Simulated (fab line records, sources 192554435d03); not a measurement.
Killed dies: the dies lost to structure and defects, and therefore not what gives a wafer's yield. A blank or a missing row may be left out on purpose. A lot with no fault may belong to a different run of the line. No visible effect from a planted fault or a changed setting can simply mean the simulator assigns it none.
fab line records | flow n5Finfet | part 2 of 2: steps 5 to 6 of 6
record lots=24 wafers=72 lastDay=17
route steps=1938 shown DUMMY_GATE@237 SD_EPI_N@275 ILD0@339 SDB@363
lots that met no fault: taken from a fault-free run of the same line
startH: hours from the record's opening day to when the first of the lot's shown wafers began | waitH: time in hours since the lot's previous step | " identical to the entry in the row above | L1.1+2: a single row standing in for several wafers | - no value, or no start given | * or withheld: withheld | < > ~ a bound
route shown NAME@n: NAME is a module with steps in the file, n the number in the route of the first one | usual: mean and standard deviation over wafers with no fault | same: alike in all rows | chamber/n: place in a boat | sites: per-site readings | _std_site: their standard deviation | _edge_site: outer sites' mean less inner sites' | radiusMm: how far each site lies from the wafer's centre | mask NAME#n: copy n | behind: the last tool/chamber to shape the wafer | hold: the reason the lot was held/the length of the hold in hours/how it ended | device: transistor that didn't switch, given as n, p or np | end of line: the route-end tests of the same wafers | for a step that has no rows: nothing shown but its recipe | killed: the dies lost at the first sort to structure and to defects; this is not the yield of the wafer | map: a wafer's dies, marking killed ones x, the rest . and places with no die _
set.NAME: the setting that was run; set.NAME@STEP: the one run at that earlier step | model.NAME: the simulator's own value behind a step, which no gauge read
route steps across a sampled set of lots; one table per step, one row per wafer
services: when a tool's chamber went out of use (startH, in hours from the record's first day, below 0 if earlier), for how many hours, and the reason
## steps
# step N5_SDB_STRIP_21
# recipe chemistry=CF4 resist=SiARC powerW=300 biasPowerW=75 pressureMtorr=50 cf4FlowSccm=150 rfFrequencyHz=6e+07
# usual drypumpMotorCurrentA=5.6/0.6 oesProductAu=0.77/0.085 rfVppV=271.1/1.6 showerheadPlenumPTorr=1.80/0.065 throttleValvePct=13.64/0.3
# columns lot.wafer tool chamber startH waitH drypumpMotorCurrentA oesProductAu rfHoursCounterH rfVppV showerheadPlenumPTorr throttleValvePct
L074.2 rieDiel-06 1 68.63 0.0 4.8 0.72 171 269.3 1.79 13.74
L074.3 " 2 " " 5.1 0.83 49 273.3 1.93 13.35
L074.5 " 0 " " 6.3 0.71 - 271.9 1.78 14.01
L075.1 rieDiel-06 0 71.77 0.0 6.2 0.71 207 269.5 1.78 14.01
L075.3 " 2 " " 5.1 0.82 50 275.1 1.93 13.37
L075.5 " 3 " " 5.8 0.82 - 272.0 1.82 13.47
L076.1 rieDiel-06 1 77.05 0.0 4.8 0.72 175 270.9 1.79 13.76
L076.3 " 3 " " 5.8 0.83 58 272.0 1.82 13.48
L076.5 " 0 " " 6.3 0.71 - 270.8 1.78 14.01
L077.1 rieDiel-06 2 84.23 0.0 5.1 0.83 53 274.6 1.92 13.38
L077.3 " 1 " " 4.8 0.73 177 270.7 1.79 13.77
L077.6 " 3 " " 5.8 0.83 - 272.4 1.82 13.47
L078.1 rieDiel-04 2 91.57 0.0 5.6 0.67 226 271.8 1.77 13.86
L078.3 " 3 " " 6.2 0.79 92 270.4 1.74 13.71
L078.6 " 0 " " 6.7 0.75 - 273.1 1.87 13.64
L079.1 rieDiel-05 3 98.54 0.0 6.3 0.69 237 270.6 1.82 13.75
L079.3 " 0 " " 4.8 0.69 211 269.0 1.70 13.78
L079.6 " 2 " " 5.3 0.91 - 272.4 1.83 13.10
L080.1 rieDiel-06 0 105.68 0.0 6.2 0.70 218 270.4 1.78 14.02
L080.3 " 3 " " 5.9 0.83 67 271.7 1.82 13.50
L080.5 " 0 " " 6.3 0.70 - 269.9 1.78 14.03
L081.2 rieDiel-05 0 108.62 0.0 4.8 0.69 215 268.5 1.70 13.81
L081.3 " 2 " " 5.3 0.90 20 271.8 1.83 13.12
L081.5 " 3 " " 6.3 0.70 - 273.5 1.82 13.77
L082.1 rieDiel-06 1 117.20 0.0 4.8 0.71 188 271.9 1.78 13.79
L082.2 " 0 " " 6.2 0.70 223 271.6 1.78 14.03
L082.3 " 3 " " 5.9 0.82 72 272.5 1.82 13.50
L083.2 rieDiel-04 0 123.21 0.0 6.7 0.75 164 270.9 1.87 13.67
L083.4 " 1 " " 5.9 0.69 - 273.0 1.84 14.14
L083.5 " 0 " " 6.7 0.75 - 272.0 1.87 13.68
L084.2 rieDiel-06 1 124.95 0.0 4.8 0.71 190 268.9 1.78 13.79
L084.3 " 2 " " 5.1 0.80 66 273.1 1.92 13.39
L084.5 " 0 " " 6.2 0.70 - 270.8 1.78 14.04
L085.3 rieDiel-05 3 132.66 0.0 6.3 0.69 250 271.8 1.82 13.79
L085.4 " 0 " " 4.8 0.68 223 268.3 1.70 13.81
L085.6 " 1 " " 5.3 0.67 - 269.6 1.69 13.99
L086.1 rieDiel-04 3 137.25 0.0 6.2 0.78 106 268.4 1.73 13.73
L086.3 " 0 " " 6.6 0.74 169 273.3 1.87 13.68
L086.4 " 2 " " 5.7 0.67 242 270.5 1.77 13.91
L087.1 rieDiel-06 0 143.05 0.0 6.3 0.69 232 271.1 1.78 14.07
L087.3 " 2 " " 5.1 0.80 74 271.8 1.92 13.42
L087.6 " 0 " " 6.3 0.68 - 270.3 1.78 14.05
L088.1 rieDiel-05 1 149.48 0.0 5.3 0.68 243 269.9 1.69 14.01
L088.3 " 2 " " 5.3 0.87 37 273.6 1.82 13.16
L088.5 " 1 " " 5.3 0.67 - 267.8 1.69 14.01
L089.4 rieDiel-05 3 155.88 0.0 6.3 0.97 1 273.4 1.82 13.22
L089.5 " 3 " " 6.3 0.96 - 270.5 1.82 13.23
L089.6 " 0 " " 4.8 0.68 - 268.2 1.70 13.84
L090.1 rieDiel-06 1 161.21 0.0 4.8 0.70 201 270.0 1.78 13.81
L090.2 " 0 " " 6.2 0.69 237 270.0 1.77 14.08
L090.5 " 2 " " 5.1 0.79 - 273.2 1.92 13.43
L091.2 rieDiel-05 3 168.67 0.0 6.3 0.93 5 272.5 1.81 13.23
L091.3 " 0 " " 4.8 0.68 238 270.2 1.69 13.86
L091.4 " 1 " " 5.3 0.67 250 268.8 1.69 14.03
L092.2 rieDiel-05 0 174.31 0.0 4.8 0.67 241 268.2 1.69 13.86
L092.5 " 3 " " 6.3 0.94 - 272.0 1.81 13.25
L092.6 " 2 " " 5.3 0.85 - 270.2 1.82 13.17
L093.2 rieDiel-05 0 183.09 0.0 4.8 0.67 244 268.9 1.69 13.86
L093.4 " 2 " " 5.3 0.86 - 271.6 1.82 13.18
L093.5 " 3 " " 6.3 0.91 - 272.6 1.81 13.24
L094.1 rieDiel-05 0 186.39 0.0 4.8 0.67 244 270.1 1.69 13.86
L094.4 " 2 " " 5.3 0.84 - 271.2 1.82 13.18
L094.6 " 3 " " 6.3 0.91 - 273.6 1.81 13.26
L095.1 rieDiel-05 0 190.70 0.0 4.8 0.67 246 269.4 1.69 13.86
L095.3 " 1 " " 5.3 0.97 1 274.2 1.90 13.46
L095.4 " 3 " " 6.3 0.91 13 271.3 1.81 13.25
L096.1 rieDiel-06 2 204.86 0.0 5.1 0.78 99 273.6 1.91 13.47
L096.3 " 1 " " 4.8 0.70 217 270.9 1.77 13.86
L096.4 " 2 " " 5.1 0.78 - 272.6 1.91 13.47
L097.2 rieDiel-06 3 211.11 0.0 5.9 0.78 109 270.6 1.81 13.61
L097.5 " 1 " " 4.8 0.69 - 270.3 1.77 13.85
L097.6 " 3 " " 5.9 0.78 - 271.2 1.81 13.59
# step N5_SDB_HM_OPEN_20
# recipe chemistry=CH3F/O2 target=SiNx maskMaterial=SOC targetDepthA=240 stopOn=poly-Si overEtchFrac=0.4 ionEnergyEv=120 pressureMtorr=30 sourceW=395 biasW=73 Ar_flow_sccm=150 CH3F_flow_sccm=30 O2_flow_sccm=20
# usual drypumpMotorCurrentA=5.6/0.6 oesProductAu=0.64/0.073 rfVppV=301/7.8 showerheadPlenumPTorr=2.00/0.072 throttleValvePct=16.4/0.3
# columns lot.wafer tool chamber startH waitH drypumpMotorCurrentA oesProductAu rfHoursCounterH rfVppV showerheadPlenumPTorr throttleValvePct
L074.2 rieDiel-06 1 68.65 0.0 4.8 0.60 171 288 1.98 16.4
L074.3 " 2 " " 5.1 0.69 49 308 2.15 16.1
L074.5 " 0 " " 6.2 0.59 - 291 1.97 16.6
L075.1 rieDiel-06 0 71.79 0.0 6.3 0.59 207 289 1.97 16.6
L075.3 " 2 " " 5.1 0.68 50 307 2.14 16.1
L075.5 " 3 " " 5.9 0.71 - 310 2.02 16.2
L076.1 rieDiel-06 1 77.07 0.0 4.8 0.59 175 288 1.98 16.4
L076.3 " 3 " " 5.9 0.70 58 309 2.02 16.2
L076.5 " 0 " " 6.2 0.59 - 292 1.97 16.7
L077.1 rieDiel-06 2 84.25 0.0 5.1 0.69 53 306 2.14 16.1
L077.3 " 1 " " 4.8 0.60 177 289 1.98 16.4
L077.6 " 3 " " 5.9 0.69 - 310 2.02 16.2
L078.1 rieDiel-04 2 91.59 0.0 5.7 0.56 226 306 1.95 16.5
L078.3 " 3 " " 6.2 0.66 92 303 1.95 16.6
L078.6 " 0 " " 6.7 0.64 - 309 2.08 16.3
L079.1 rieDiel-05 3 98.56 0.0 6.3 0.57 237 307 2.05 16.5
L079.3 " 0 " " 4.8 0.58 211 299 1.91 16.6
L079.6 " 2 " " 5.3 0.75 - 296 2.01 15.8
L080.1 rieDiel-06 0 105.70 0.0 6.2 0.58 218 291 1.96 16.7
L080.3 " 3 " " 5.9 0.69 67 311 2.02 16.2
L080.5 " 0 " " 6.2 0.60 - 292 1.96 16.7
L081.2 rieDiel-05 0 108.64 0.0 4.8 0.56 215 301 1.91 16.6
L081.3 " 2 " " 5.3 0.74 20 296 2.01 15.8
L081.5 " 3 " " 6.3 0.57 - 307 2.05 16.5
L082.1 rieDiel-06 1 117.22 0.0 4.8 0.58 188 288 1.97 16.4
L082.2 " 0 " " 6.2 0.58 223 291 1.96 16.7
L082.3 " 3 " " 5.9 0.68 72 310 2.02 16.2
L083.2 rieDiel-04 0 123.23 0.0 6.7 0.60 164 312 2.08 16.3
L083.4 " 1 " " 5.9 0.58 - 292 2.07 17.0
L083.5 " 0 " " 6.7 0.62 - 312 2.08 16.3
L084.2 rieDiel-06 1 124.97 0.0 4.8 0.59 190 288 1.97 16.4
L084.3 " 2 " " 5.1 0.66 66 307 2.14 16.1
L084.5 " 0 " " 6.2 0.58 - 291 1.96 16.7
L085.3 rieDiel-05 3 132.68 0.0 6.4 0.56 250 307 2.04 16.5
L085.4 " 0 " " 4.8 0.57 223 299 1.91 16.7
L085.6 " 1 " " 5.3 0.55 - 299 1.88 16.7
L086.1 rieDiel-04 3 137.27 0.0 6.2 0.64 106 305 1.95 16.7
L086.3 " 0 " " 6.7 0.60 169 309 2.08 16.3
L086.4 " 2 " " 5.6 0.55 242 306 1.94 16.5
L087.1 rieDiel-06 0 143.07 0.0 6.3 0.57 232 291 1.96 16.7
L087.3 " 2 " " 5.1 0.68 74 310 2.14 16.1
L087.6 " 0 " " 6.2 0.59 - 291 1.96 16.7
L088.1 rieDiel-05 1 149.50 0.0 5.3 0.54 243 297 1.87 16.7
L088.3 " 2 " " 5.3 0.72 37 296 2.01 15.8
L088.5 " 1 " " 5.3 0.57 - 298 1.87 16.7
L089.4 rieDiel-05 3 155.90 0.0 6.3 0.80 1 308 2.04 16.1
L089.5 " 3 " " 6.3 0.81 - 306 2.04 16.1
L089.6 " 0 " " 4.8 0.58 - 300 1.91 16.7
L090.1 rieDiel-06 1 161.23 0.0 4.8 0.58 201 288 1.97 16.5
L090.2 " 0 " " 6.2 0.56 237 291 1.96 16.7
L090.5 " 2 " " 5.1 0.64 - 306 2.13 16.2
L091.2 rieDiel-05 3 168.69 0.0 6.4 0.77 5 307 2.04 16.1
L091.3 " 0 " " 4.8 0.56 238 301 1.90 16.7
L091.4 " 1 " " 5.3 0.56 250 298 1.87 16.7
L092.2 rieDiel-05 0 174.33 0.0 4.8 0.55 241 300 1.90 16.7
L092.5 " 3 " " 6.3 0.77 - 309 2.04 16.1
L092.6 " 2 " " 5.3 0.72 - 295 2.01 15.8
L093.2 rieDiel-05 0 183.11 0.0 4.8 0.55 244 300 1.90 16.7
L093.4 " 2 " " 5.3 0.69 - 296 2.00 15.8
L093.5 " 3 " " 6.3 0.76 - 307 2.04 16.1
L094.1 rieDiel-05 0 186.41 0.0 4.8 0.55 244 300 1.90 16.7
L094.4 " 2 " " 5.3 0.70 - 295 2.00 15.8
L094.6 " 3 " " 6.3 0.76 - 307 2.04 16.1
L095.1 rieDiel-05 0 190.72 0.0 4.8 0.55 246 300 1.90 16.7
L095.3 " 1 " " 5.4 0.81 1 303 2.12 16.3
L095.4 " 3 " " 6.4 0.77 13 307 2.04 16.1
L096.1 rieDiel-06 2 204.88 0.0 5.1 0.63 99 306 2.13 16.2
L096.3 " 1 " " 4.8 0.58 217 288 1.96 16.5
L096.4 " 2 " " 5.1 0.66 - 307 2.13 16.2
L097.2 rieDiel-06 3 211.13 0.0 5.9 0.64 109 310 2.00 16.3
L097.5 " 1 " " 4.8 0.58 - 289 1.96 16.5
L097.6 " 3 " " 5.8 0.65 - 309 2.00 16.3
## services
# columns tool chamber startH hours kind
rieDiel-05 2 36.85 - clean
rieDiel-05 2 36.85 - consumableReplace:focusRing
rieDiel-05 2 36.85 17.0 scheduledDown
rieDiel-05 2 36.85 17.0 ventCycle
rieDiel-01 1 50.76 6.3 repair
rieDiel-05 - 61.60 0.2 repair
rieDiel-01 3 70.53 31.2 repair
rieDiel-05 3 133.54 - clean
rieDiel-05 3 133.54 - consumableReplace:focusRing
rieDiel-05 3 133.54 18.2 scheduledDown
rieDiel-05 3 133.54 18.2 ventCycle
rieDiel-04 0 138.65 5.3 repair
rieDiel-01 0 140.58 7.1 repair
rieDiel-01 - 143.86 3.3 repair
rieDiel-06 0 147.08 5.7 repair
rieDiel-03 1 147.36 3.3 repair
rieDiel-03 - 160.73 0.5 repair
rieDiel-05 1 170.15 - clean
rieDiel-05 1 170.15 - consumableReplace:focusRing
rieDiel-05 1 170.15 - consumableReplace:showerhead
rieDiel-05 1 170.15 17.4 scheduledDown
rieDiel-05 1 170.15 17.4 ventCycle
rieDiel-03 - 198.08 1.1 repair
rieDiel-03 - 199.54 2.6 repair
